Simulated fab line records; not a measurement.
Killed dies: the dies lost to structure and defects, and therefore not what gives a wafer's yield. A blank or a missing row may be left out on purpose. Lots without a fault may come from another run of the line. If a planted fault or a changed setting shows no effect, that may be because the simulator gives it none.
Matching of chambers / flow nand_harc / NHARC_A_STAIRCASE_ALD_420 on ald_hk-01 has 4 sister chambers
The step deposits SiO2, target thk 20 nm, pulse time 6 s, ald cycles 200. 8 wafers are shown with their chamber, then 7 later ones without.

== WAFERS PAIRED WITH THEIR CHAMBERS ==
wafer=L236.5; chamber=2; heater_power_w (W)=453; precursor_pulse_height_rel=1.010
wafer=L236.6; chamber=3; heater_power_w (W)=423; precursor_pulse_height_rel=0.995
wafer=L238.2; chamber=0; heater_power_w (W)=444; precursor_pulse_height_rel=1.009
wafer=L239.1; chamber=3; heater_power_w (W)=426; precursor_pulse_height_rel=1.027
wafer=L239.3; chamber=2; heater_power_w (W)=448; precursor_pulse_height_rel=1.008
wafer=L239.4; chamber=1; heater_power_w (W)=503; precursor_pulse_height_rel=1.000
wafer=L243.4; chamber=1; heater_power_w (W)=459; precursor_pulse_height_rel=1.001
wafer=L243.5; chamber=0; heater_power_w (W)=422; precursor_pulse_height_rel=1.009

== WAFERS MISSING THEIR CHAMBER ==
wafer=L243.6; heater_power_w (W)=477; precursor_pulse_height_rel=0.997
wafer=L247.1; heater_power_w (W)=492; precursor_pulse_height_rel=1.017
wafer=L247.5; heater_power_w (W)=448; precursor_pulse_height_rel=0.968
wafer=L247.6; heater_power_w (W)=435; precursor_pulse_height_rel=1.002
wafer=L254.1; heater_power_w (W)=451; precursor_pulse_height_rel=0.982
wafer=L254.3; heater_power_w (W)=491; precursor_pulse_height_rel=1.010
wafer=L254.6; heater_power_w (W)=453; precursor_pulse_height_rel=1.014

== CHAMBER TAKEN BY EACH ==
wafer=L243.6; from the rows above=can't be placed: 1 or 2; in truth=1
wafer=L247.1; from the rows above=can't be placed: 1 or 2 or 0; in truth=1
wafer=L247.5; from the rows above=can't be placed: 1 or 2 or 0 or 3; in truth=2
wafer=L247.6; from the rows above=can't be placed: 0 or 3 or 2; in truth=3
wafer=L254.1; from the rows above=can't be placed: 1 or 2 or 0 or 3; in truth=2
wafer=L254.3; from the rows above=can't be placed: 1 or 2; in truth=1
wafer=L254.6; from the rows above=can't be placed: 2 or 0 or 3 or 1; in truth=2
0 of 7 placed correctly. Cannot be placed on the basis of these rows: 7; the candidates contain the true chamber in 7. Number placed wrongly: 0.
How it was worked out, from the rows above alone: a wafer's distance from a chamber is the root of the sum, over the readings, of the square of ((its reading less the chamber's mean) divided by the reading's scatter). If the next closest chamber is less than 2 further off than the closest, the wafer can't be placed; otherwise it belongs to the closest. The mean given for a chamber averages the wafers shown for that chamber. How the scatter is found: for the shown wafers, subtract from each reading the mean of its chamber, square and add these, divide the total by (wafers less chambers), then take the root.
